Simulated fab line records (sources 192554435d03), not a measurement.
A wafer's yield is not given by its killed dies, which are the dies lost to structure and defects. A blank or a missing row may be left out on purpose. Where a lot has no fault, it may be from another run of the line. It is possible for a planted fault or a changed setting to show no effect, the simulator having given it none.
Chamber matching | flow n5 finfet | N5_BEOL_M4_ILD_DEP_00 on pecvd-01: 3 sister chambers
The step deposits SiOC from DEMS/O2, target thk 79 nm, time 15.3 s. 3 wafers are shown with their chamber, then 7 later ones without.

## EACH WAFER AND ITS CHAMBER
wafer  | chamber | showerhead vpp V (V)
L085.1 | 1       | 1215
L091.1 | 2       | 1390
L091.2 | 0       | 1350

## WAFERS WITH NO CHAMBER GIVEN
wafer  | showerhead vpp V (V)
L091.6 | 1354
L090.2 | 1398
L090.4 | 1340
L090.5 | 1394
L092.1 | 1336
L092.4 | 1370
L092.6 | 1345

## EACH ONE'S CHAMBER
wafer  | from the rows above     | in truth
L091.6 | 0                       | 0
L090.2 | 2                       | 2
L090.4 | 0                       | 0
L090.5 | 2                       | 2
L092.1 | 0                       | 0
L092.4 | can't be placed: 0 or 2 | 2
L092.6 | 0                       | 0
6 of 7 placed correctly. Cannot be placed on the basis of these rows: 1; the candidates contain the true chamber in 1. 0 placed wrongly.
How it was worked out, from the rows above alone: a wafer's distance from a chamber is the root of the sum, over the readings, of the square of ((its reading less the chamber's mean) divided by the reading's scatter). If the next closest chamber is less than 2 further off than the closest, the wafer can't be placed; otherwise it belongs to the closest. For every chamber, the mean is computed from those of its wafers that are shown. The scatter (one wafer shown for each chamber): square how far every hidden wafer sits from the nearest shown wafer, average those squares and take the square root.
